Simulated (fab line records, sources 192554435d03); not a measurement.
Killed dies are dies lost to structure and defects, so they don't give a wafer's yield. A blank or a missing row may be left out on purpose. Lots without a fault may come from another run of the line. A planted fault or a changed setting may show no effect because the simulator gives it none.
Chamber matching | flow n5_finfet | N5_BEOL_M1_CMP_52 on cmp-02: 4 sister chambers
The step polishes, stops on SiOC, t overpolish 6.8 s, target thk 40 nm. 14 wafers are shown with their chamber, then 7 later ones without.

WAFERS WITH THEIR CHAMBER
wafer  | chamber | motor_current_A (A) | time_to_endpoint_s (s) | barrier_field_endpoint_s (s)
L077.1 | 3       | 5.5                 | 62                     | 24.3
L077.2 | 0       | 6.2                 | 61                     | 23.3
L077.4 | 1       | 5.4                 | 66                     | 24.7
L079.3 | 1       | 5.2                 | 68                     | 25.1
L079.4 | 0       | 6.1                 | 59                     | 23.9
L079.6 | 2       | 6.4                 | 66                     | 24.6
L086.2 | 1       | 5.5                 | 66                     | 24.6
L086.4 | 3       | 5.7                 | 58                     | 23.2
L086.6 | 1       | 5.5                 | 64                     | 24.8
L088.2 | 0       | 6.2                 | 60                     | 24.7
L088.3 | 1       | 5.2                 | 70                     | 25.9
L088.4 | 2       | 6.5                 | 68                     | 25.6
L091.3 | 0       | 6.1                 | 61                     | 24.4
L091.4 | 2       | 6.5                 | 69                     | 26.0

SIGNATURES (means of the wafers above)
reading                  | chamber 0 | chamber 1 | chamber 2 | chamber 3 | scatter within a chamber
motor_current_A          | 6.150     | 5.360     | 6.467     | 5.600     | 0.113
time_to_endpoint_s       | 60.25     | 66.80     | 67.67     | 60.00     | 1.9
barrier_field_endpoint_s | 24.075    | 25.020    | 25.400    | 23.750    | 0.623
Rule: a wafer's distance from a chamber is the root of the sum, over the readings, of the square of ((its reading less the chamber's mean) divided by the reading's scatter). The wafer belongs to the nearest chamber; if the next one is less than 2 further off, it can't be placed. The scatter: the root of (the sum of the squares of (reading less its chamber's mean) over the shown wafers, divided by (wafers less chambers)).

WAFERS WITHOUT THEIR CHAMBER
wafer  | motor_current_A (A) | time_to_endpoint_s (s) | barrier_field_endpoint_s (s)
L091.5 | 5.7                 | 68                     | 24.4
L095.2 | 5.6                 | 60                     | 23.4
L095.5 | 6.2                 | 68                     | 25.3
L095.6 | 5.5                 | 61                     | 23.8
L096.1 | 6.5                 | 70                     | 25.1
L096.4 | 5.6                 | 62                     | 24.8
L096.6 | 5.7                 | 61                     | 24.8

WHICH CHAMBER EACH WENT THROUGH
wafer  | from the rows above     | in truth
L091.5 | can't be placed: 1 or 3 | 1
L095.2 | 3                       | 3
L095.5 | 2                       | 2
L095.6 | 3                       | 3
L096.1 | 2                       | 2
L096.4 | can't be placed: 3 or 1 | 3
L096.6 | 3                       | 3
Placed correctly: 5 of 7. Can't be placed from these rows: 2 (the true chamber is among the candidates in 2). Placed wrongly: 0.
